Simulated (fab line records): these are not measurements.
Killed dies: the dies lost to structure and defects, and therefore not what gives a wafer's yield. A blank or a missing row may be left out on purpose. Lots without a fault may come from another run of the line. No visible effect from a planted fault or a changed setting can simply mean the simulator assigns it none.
Problem report in the 8D (eight disciplines) form, filled by code + flow n5_finfet + the parts of the form that need people (team, actions taken, sign-off) are left out

1. PROBLEM STATEMENT
raw_defect_count at N5_BEOL_M15_INSPECT_12 reads a mean of 53.0 on 1 wafer of 1 lot; wafers without a fault read 2.0 with a standard deviation of 1.4. That is +36 standard deviations from the usual mean.
The step: inspects for defects (macro).
Seen first at day 17 00:53 on defect_inspect-01, wafer L724.6. The record has a number at this step for 9 wafers belonging to 3 lots. Rule for "out", or "out of limits": more than 4 standard deviations from the usual mean. The rest of the wafers with a number are treated as sound.

2. WHAT IT IS AND WHAT IT IS NOT
| question                    | is                | is not                                                             |
|-----------------------------|-------------------|--------------------------------------------------------------------|
| which readings at this step | raw_defect_count  | -                                                                  |
| which lots                  | L724              | L712, L729                                                         |
| which wafers of those lots  | L724.6            | L724.2, L724.5                                                     |
| read on which gauges        | defect_inspect-01 | defect_inspect-02                                                  |
| when                        | from day 17 00:53 | up to then (5 sound wafers); but 3 sound wafers of L729 came after |

3. THE SUSPECTS, EACH WITH WHAT RULES IT OUT
Counting: a tool at a process step up to the reading stays a suspect if it ran every lot that is out. Sound lots after the first of them don't rule it out here, since some wafers of a struck lot are sound.
- the gauge at N5_BEOL_M15_INSPECT_12: ruled out. All the wafers that are out were read on defect_inspect-01, but those of them that N5_PASSIVATION_PROBE_49 has rows for are out there too, on other tools.
- pecvd-03 at N5_BEOL_M15_ILD_DEP_00 (deposits SiO2 from TEOS/O2, target thk 1629.3 nm, time 346.1 s): kept. L724, the lot that is out, went through it at day 17 00:09; up to then, the latest sound lot through it was L712 at day 13 23:53.
- Within pecvd-03 at N5_BEOL_M15_ILD_DEP_00: the wafers that are out ran in chamber 0; their sound lot-mates ran in chamber 1.
Remaining after the count: pecvd-03 at N5_BEOL_M15_ILD_DEP_00.

4. THE CAUSE (what the simulator had put in)
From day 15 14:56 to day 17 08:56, pecvd-03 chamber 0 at N5_BEOL_M15_ILD_DEP_00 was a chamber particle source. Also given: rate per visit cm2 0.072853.
Only this tool survived the counting.

5. SEQUENCE OF EFFECTS, ordered by route
One row per reading whose mean, taken over the struck wafers that have a number, lies over 3 standard deviations from the usual. Only readings whose record carries a usual standard deviation are examined. hours: median over the lots of the time between each lot's start at the first step of this table that gives one and its start at this step. sigmas: the change, counted in usual standard deviations.
| hours | step                    | reading          | usual | on struck wafers | change | sigmas |
|-------|-------------------------|------------------|-------|------------------|--------|--------|
| 0     | N5_BEOL_M15_INSPECT_12  | raw_defect_count | 2.0   | 53.0             | +51.0  | +36    |
| 2     | N5_BEOL_M15_INSPECT_30  | raw_defect_count | 1.7   | 51.0             | +49.3  | +35    |
| 27    | N5_PASSIVATION_PROBE_49 | killed_at_M4_up  | 13    | 35               | +22    | +4.2   |
Here are the process steps it includes:
- N5_PASSIVATION_PROBE_49

6. WHAT WOULD HAVE CAUGHT IT SOONER
In this record the first reading out of limits at a measuring or inspecting step was taken at day 17 00:53, 34 hours after the fault began at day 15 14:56.
An alarm limit of 4 standard deviations would not have fired on the tool readings at N5_BEOL_M15_ILD_DEP_00 for which the record gives a usual standard deviation, since none of them was out on any struck wafer.
All the lots that are out (1) had begun N5_BEOL_M15_ILD_DEP_00 on pecvd-03 by day 17 00:53. None of them would have been spared by holding the tool at that moment.
